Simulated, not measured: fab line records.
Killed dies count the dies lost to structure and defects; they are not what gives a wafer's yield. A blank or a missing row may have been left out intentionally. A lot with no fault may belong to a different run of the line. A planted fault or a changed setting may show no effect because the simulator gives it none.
Which of the tools did it? :: flow nand-harc :: 11 lots, 33 wafers sampled, at 6 steps of a route of 1302

## WHAT THE GAUGES READ, wafer by wafer
NHARC_A_CHANNEL_HOLE_D2_CD_MEAS_31. Usual: cd-nm reads 90.4 nm (standard deviation 1.1).
lot: L363
measured: day 13 11:24
on: cd-sem-03
cd-nm (nm): 90.8 92.1 88.6
flag: 

lot: L364
measured: day 14 16:03
on: cd-sem-02
cd-nm (nm): 88.4 90.3 88.3
flag: 

lot: L366
measured: day 15 00:32
on: cd-sem-01
cd-nm (nm): 90.9 91.4 91.5
flag: 

lot: L369
measured: day 16 06:41
on: cd-sem-02
cd-nm (nm): 91.0 90.1 90.8
flag: 

lot: L371
measured: day 17 17:35
on: cd-sem-02
cd-nm (nm): 92.0 89.9 91.9
flag: 

lot: L373
measured: day 18 09:50
on: cd-sem-02
cd-nm (nm): 89.2 89.9 90.5
flag: 

lot: L375
measured: day 19 10:12
on: cd-sem-01
cd-nm (nm): 90.4 88.8 90.5
flag: 

lot: L376
measured: day 19 18:13
on: cd-sem-01
cd-nm (nm): 91.2 88.8 90.2
flag: 

lot: L383
measured: day 22 14:52
on: cd-sem-02
cd-nm (nm): 88.1 90.0 89.6
flag: 

lot: L385
measured: day 23 01:29
on: cd-sem-02
cd-nm (nm): 91.3 92.6 91.1
flag: 

lot: L384
measured: day 23 06:05
on: cd-sem-03
cd-nm (nm): 91.1 91.0 90.3
flag: 

NHARC_A_CHANNEL_HOLE_D2_INSPECT_40. Usual: raw-defect-count reads 280 (standard deviation 68).
lot: L363
measured: day 13 11:35
on: defect-inspect-02
raw-defect-count: 379 263 242
flag: 

lot: L364
measured: day 14 16:14
on: defect-inspect-02
raw-defect-count: 305 275 400
flag: 

lot: L366
measured: day 15 00:44
on: defect-inspect-02
raw-defect-count: 413 341 404
flag: 

lot: L369
measured: day 16 06:52
on: defect-inspect-02
raw-defect-count: 238 222 238
flag: 

lot: L371
measured: day 17 17:46
on: defect-inspect-02
raw-defect-count: 358 303 295
flag: 

lot: L373
measured: day 18 10:02
on: defect-inspect-02
raw-defect-count: 481 534 560
flag: OFF

lot: L375
measured: day 19 10:23
on: defect-inspect-02
raw-defect-count: 574 619 639
flag: OFF

lot: L376
measured: day 19 18:24
on: defect-inspect-02
raw-defect-count: 388 336 348
flag: 

lot: L383
measured: day 22 15:02
on: defect-inspect-01
raw-defect-count: 189 155 230
flag: 

lot: L385
measured: day 23 01:40
on: defect-inspect-01
raw-defect-count: 365 343 289
flag: 

lot: L384
measured: day 23 06:16
on: defect-inspect-02
raw-defect-count: 192 306 237
flag: 

NHARC_END_SORT_01. Usual: killed-at-array 51, standard deviation 18; killed-at-other 1.0, standard deviation 1.2; killed-at-periphery 3.7, standard deviation 2.9; killed-dies 55, standard deviation 19; killed-open 3.5, standard deviation 1.9; killed-short 2.6, standard deviation 1.6.
lot: L373
measured: day 29 11:43
on: prober-01
killed-at-array: 96 94 105
killed-at-other: 0 0 0
killed-at-periphery: 0 4 3
killed-dies: 96 98 108
killed-open: 6 4 3
killed-short: 2 2 3
flag: 

lot: L375
measured: day 30 21:21
on: prober-01
killed-at-array: 111 94 102
killed-at-other: 3 2 0
killed-at-periphery: 5 7 10
killed-dies: 119 103 112
killed-open: 4 2 5
killed-short: 4 0 3
flag: 

## TOOL THAT RAN EACH LOT (tool first, then ch and the chambers of the sampled wafers, then the start)
lot: L363
NHARC_A_CHANNEL_HOLE_D2_ETCH_22: har-etch-02 ch 0,1, day 13 06:55
NHARC_A_CHANNEL_HOLE_D2_ETCH_26: har-etch-02 ch 0,1, day 13 09:43
NHARC_A_CHANNEL_FILL_D2_ALD_16: ald-hk-03 ch 0,2,3, day 14 00:01

lot: L364
NHARC_A_CHANNEL_HOLE_D2_ETCH_22: har-etch-01 ch 0,1, day 14 11:35
NHARC_A_CHANNEL_HOLE_D2_ETCH_26: har-etch-01 ch 0,1, day 14 14:22
NHARC_A_CHANNEL_FILL_D2_ALD_16: ald-hk-01 ch 0,1,2, day 15 04:44

lot: L366
NHARC_A_CHANNEL_HOLE_D2_ETCH_22: har-etch-01 ch 0, day 14 19:45
NHARC_A_CHANNEL_HOLE_D2_ETCH_26: har-etch-01 ch 0, day 14 22:39
NHARC_A_CHANNEL_FILL_D2_ALD_16: ald-hk-01 ch 0,1, day 15 13:19

lot: L369
NHARC_A_CHANNEL_HOLE_D2_ETCH_22: har-etch-01 ch 0,1, day 16 02:06
NHARC_A_CHANNEL_HOLE_D2_ETCH_26: har-etch-01 ch 0,1, day 16 04:58
NHARC_A_CHANNEL_FILL_D2_ALD_16: ald-hk-04 ch 0,1,3, day 16 21:35

lot: L371
NHARC_A_CHANNEL_HOLE_D2_ETCH_22: har-etch-02 ch 0,1, day 17 13:02
NHARC_A_CHANNEL_HOLE_D2_ETCH_26: har-etch-02 ch 0,1, day 17 15:52
NHARC_A_CHANNEL_FILL_D2_ALD_16: ald-hk-01 ch 2,3, day 18 06:32

lot: L373
NHARC_A_CHANNEL_HOLE_D2_ETCH_22: har-etch-02 ch 0,1, day 18 05:16
NHARC_A_CHANNEL_HOLE_D2_ETCH_26: har-etch-02 ch 0,1, day 18 08:08
NHARC_A_CHANNEL_FILL_D2_ALD_16: ald-hk-04 ch 1,2, day 18 22:28

lot: L375
NHARC_A_CHANNEL_HOLE_D2_ETCH_22: har-etch-02 ch 1, day 19 05:40
NHARC_A_CHANNEL_HOLE_D2_ETCH_26: har-etch-02 ch 1, day 19 08:30
NHARC_A_CHANNEL_FILL_D2_ALD_16: ald-hk-03 ch 0,3, day 19 23:10

lot: L376
NHARC_A_CHANNEL_HOLE_D2_ETCH_22: har-etch-01 ch 0,1, day 19 13:34
NHARC_A_CHANNEL_HOLE_D2_ETCH_26: har-etch-01 ch 0,1, day 19 16:28
NHARC_A_CHANNEL_FILL_D2_ALD_16: ald-hk-03 ch 1,2,3, day 20 07:17

lot: L383
NHARC_A_CHANNEL_HOLE_D2_ETCH_22: har-etch-02 ch 0,1, day 22 10:18
NHARC_A_CHANNEL_HOLE_D2_ETCH_26: har-etch-02 ch 0,1, day 22 13:08
NHARC_A_CHANNEL_FILL_D2_ALD_16: ald-hk-01 ch 0,2,3, day 23 03:33

lot: L385
NHARC_A_CHANNEL_HOLE_D2_ETCH_22: har-etch-01 ch 0,1, day 22 21:00
NHARC_A_CHANNEL_HOLE_D2_ETCH_26: har-etch-01 ch 0,1, day 22 23:47
NHARC_A_CHANNEL_FILL_D2_ALD_16: ald-hk-03 ch 0,3, day 23 14:03

lot: L384
NHARC_A_CHANNEL_HOLE_D2_ETCH_22: har-etch-02 ch 0,1, day 23 01:37
NHARC_A_CHANNEL_HOLE_D2_ETCH_26: har-etch-02 ch 0,1, day 23 04:25
NHARC_A_CHANNEL_FILL_D2_ALD_16: ald-hk-04 ch 2,3, day 23 18:43
- NHARC_A_CHANNEL_HOLE_D2_ETCH_22: etches the open film in C4F8/O2/Ar, time 666.7 s, target depth 1600 nm.
- NHARC_A_CHANNEL_HOLE_D2_ETCH_26: etches the open film in C4F8/O2/Ar, time 224.1 s, target depth 300 nm.
- NHARC_A_CHANNEL_FILL_D2_ALD_16: deposits SiO2, target thk 1.5 nm, pulse time 10 s, ald cycles 15.

## AS READ BY THE TOOLS THEMSELVES (means over the sampled wafers that have a number; for cases with no such wafer, the mark the record gives instead)
NHARC_A_CHANNEL_HOLE_D2_ETCH_22. Usual: drypump-motor-current-A 6.02 A, standard deviation 0.13; mfc-ar-sccm 375.1 sccm, standard deviation 1.2; showerhead-plenum-p-Torr 3.677 Torr, standard deviation 0.03; temp-c -20.01 C, standard deviation 0.1; throttle-valve-pct 32.154 %, standard deviation 0.0088.
lot: L363
tool: har-etch-02
drypump-motor-current-A (A): 6.14
mfc-ar-sccm (sccm): 374.9
showerhead-plenum-p-Torr (Torr): 3.733
temp-c (C): -19.89
throttle-valve-pct (%): 32.148
flag: 

lot: L364
tool: har-etch-01
drypump-motor-current-A (A): 6.00
mfc-ar-sccm (sccm): 374.4
showerhead-plenum-p-Torr (Torr): 3.691
temp-c (C): -19.89
throttle-valve-pct (%): 32.143
flag: 

lot: L366
tool: har-etch-01
drypump-motor-current-A (A): 6.08
mfc-ar-sccm (sccm): 374.4
showerhead-plenum-p-Torr (Torr): 3.686
temp-c (C): -19.90
throttle-valve-pct (%): 32.152
flag: 

lot: L369
tool: har-etch-01
drypump-motor-current-A (A): 6.00
mfc-ar-sccm (sccm): 375.6
showerhead-plenum-p-Torr (Torr): 3.674
temp-c (C): -20.07
throttle-valve-pct (%): 32.157
flag: 

lot: L371
tool: har-etch-02
drypump-motor-current-A (A): 6.12
mfc-ar-sccm (sccm): 376.4
showerhead-plenum-p-Torr (Torr): 3.710
temp-c (C): -19.96
throttle-valve-pct (%): 32.156
flag: 

lot: L373
tool: har-etch-02
drypump-motor-current-A (A): 6.13
mfc-ar-sccm (sccm): 375.0
showerhead-plenum-p-Torr (Torr): 3.701
temp-c (C): -20.11
throttle-valve-pct (%): 32.156
flag: 

lot: L375
tool: har-etch-02
drypump-motor-current-A (A): 6.19
mfc-ar-sccm (sccm): 376.2
showerhead-plenum-p-Torr (Torr): 3.695
temp-c (C): -20.09
throttle-valve-pct (%): 32.145
flag: 

lot: L376
tool: har-etch-01
drypump-motor-current-A (A): 5.92
mfc-ar-sccm (sccm): 376.0
showerhead-plenum-p-Torr (Torr): 3.649
temp-c (C): -19.96
throttle-valve-pct (%): 32.160
flag: 

lot: L383
tool: har-etch-02
drypump-motor-current-A (A): 6.12
mfc-ar-sccm (sccm): 375.2
showerhead-plenum-p-Torr (Torr): 3.670
temp-c (C): -20.03
throttle-valve-pct (%): 32.158
flag: 

lot: L385
tool: har-etch-01
drypump-motor-current-A (A): 5.91
mfc-ar-sccm (sccm): 375.5
showerhead-plenum-p-Torr (Torr): 3.625
temp-c (C): -20.01
throttle-valve-pct (%): 32.154
flag: 

lot: L384
tool: har-etch-02
drypump-motor-current-A (A): 6.13
mfc-ar-sccm (sccm): 375.3
showerhead-plenum-p-Torr (Torr): 3.666
temp-c (C): -19.87
throttle-valve-pct (%): 32.159
flag: 

NHARC_A_CHANNEL_HOLE_D2_ETCH_26. Usual: drypump-motor-current-A 6.02 A, standard deviation 0.13; mfc-ar-sccm 375.1 sccm, standard deviation 1; showerhead-plenum-p-Torr 3.72 Torr, standard deviation 0.031; temp-c -19.99 C, standard deviation 0.11; throttle-valve-pct 24.583 %, standard deviation 0.0098.
lot: L363
tool: har-etch-02
drypump-motor-current-A (A): 6.13
mfc-ar-sccm (sccm): 374.5
showerhead-plenum-p-Torr (Torr): 3.78
temp-c (C): -19.87
throttle-valve-pct (%): 24.589
flag: 

lot: L364
tool: har-etch-01
drypump-motor-current-A (A): 6.00
mfc-ar-sccm (sccm): 374.9
showerhead-plenum-p-Torr (Torr): 3.73
temp-c (C): -20.01
throttle-valve-pct (%): 24.589
flag: 

lot: L366
tool: har-etch-01
drypump-motor-current-A (A): 6.07
mfc-ar-sccm (sccm): 374.9
showerhead-plenum-p-Torr (Torr): 3.73
temp-c (C): -19.96
throttle-valve-pct (%): 24.572
flag: 

lot: L369
tool: har-etch-01
drypump-motor-current-A (A): 6.00
mfc-ar-sccm (sccm): 375.1
showerhead-plenum-p-Torr (Torr): 3.72
temp-c (C): -19.93
throttle-valve-pct (%): 24.588
flag: 

lot: L371
tool: har-etch-02
drypump-motor-current-A (A): 6.13
mfc-ar-sccm (sccm): 374.5
showerhead-plenum-p-Torr (Torr): 3.75
temp-c (C): -20.04
throttle-valve-pct (%): 24.593
flag: 

lot: L373
tool: har-etch-02
drypump-motor-current-A (A): 6.12
mfc-ar-sccm (sccm): 375.6
showerhead-plenum-p-Torr (Torr): 3.75
temp-c (C): -19.99
throttle-valve-pct (%): 24.590
flag: 

lot: L375
tool: har-etch-02
drypump-motor-current-A (A): 6.19
mfc-ar-sccm (sccm): 375.1
showerhead-plenum-p-Torr (Torr): 3.74
temp-c (C): -19.98
throttle-valve-pct (%): 24.591
flag: 

lot: L376
tool: har-etch-01
drypump-motor-current-A (A): 5.91
mfc-ar-sccm (sccm): 375.1
showerhead-plenum-p-Torr (Torr): 3.69
temp-c (C): -20.13
throttle-valve-pct (%): 24.587
flag: 

lot: L383
tool: har-etch-02
drypump-motor-current-A (A): 6.13
mfc-ar-sccm (sccm): 374.8
showerhead-plenum-p-Torr (Torr): 3.71
temp-c (C): -19.85
throttle-valve-pct (%): 24.583
flag: 

lot: L385
tool: har-etch-01
drypump-motor-current-A (A): 5.92
mfc-ar-sccm (sccm): 376.5
showerhead-plenum-p-Torr (Torr): 3.66
temp-c (C): -19.96
throttle-valve-pct (%): 24.584
flag: 

lot: L384
tool: har-etch-02
drypump-motor-current-A (A): 6.13
mfc-ar-sccm (sccm): 374.7
showerhead-plenum-p-Torr (Torr): 3.71
temp-c (C): -19.96
throttle-valve-pct (%): 24.588
flag: 

NHARC_A_CHANNEL_FILL_D2_ALD_16. Usual: heater-power-w 455 W, standard deviation 41; precursor-pulse-height-rel 0.999, standard deviation 0.021.
lot: L363
tool: ald-hk-03
heater-power-w (W): 438
precursor-pulse-height-rel: 0.987
flag: 

lot: L364
tool: ald-hk-01
heater-power-w (W): 457
precursor-pulse-height-rel: 0.997
flag: 

lot: L366
tool: ald-hk-01
heater-power-w (W): 477
precursor-pulse-height-rel: 0.992
flag: 

lot: L369
tool: ald-hk-04
heater-power-w (W): 464
precursor-pulse-height-rel: 0.986
flag: 

lot: L371
tool: ald-hk-01
heater-power-w (W): 411
precursor-pulse-height-rel: 0.996
flag: 

lot: L373
tool: ald-hk-04
heater-power-w (W): 443
precursor-pulse-height-rel: 1.006
flag: 

lot: L375
tool: ald-hk-03
heater-power-w (W): 411
precursor-pulse-height-rel: 0.985
flag: 

lot: L376
tool: ald-hk-03
heater-power-w (W): 455
precursor-pulse-height-rel: 1.009
flag: 

lot: L383
tool: ald-hk-01
heater-power-w (W): 431
precursor-pulse-height-rel: 0.987
flag: 

lot: L385
tool: ald-hk-03
heater-power-w (W): 452
precursor-pulse-height-rel: 0.978
flag: 

lot: L384
tool: ald-hk-04
heater-power-w (W): 449
precursor-pulse-height-rel: 1.038
flag: 

## THE ANSWER, worked out from the rows above alone
Rule: take the mean of a lot's wafers that have a number; if it is more than 3 standard deviations from the usual mean, the lot is off. Also off: a lot with no number at a reading for which 4 or more lots have one. All remaining lots with rows at the step are treated as sound. Order of review: gauges by route order, followed by the tools' own readings, for which a lot's mean as printed above is used. At the first step where some lot is off, the reading lying furthest off is the one used; lots without a number count as furthest.
Off: L373, L375, at NHARC_A_CHANNEL_HOLE_D2_INSPECT_40 (raw-defect-count).
A tool fits if, at a process step before that reading, it ran every lot that is off, and no sound lot after the first of them. Those tools and the gauges at NHARC_A_CHANNEL_HOLE_D2_INSPECT_40 are tried in the same way. Not one of the candidates tried fits.

## WHAT THE SIMULATOR HAD PUT IN
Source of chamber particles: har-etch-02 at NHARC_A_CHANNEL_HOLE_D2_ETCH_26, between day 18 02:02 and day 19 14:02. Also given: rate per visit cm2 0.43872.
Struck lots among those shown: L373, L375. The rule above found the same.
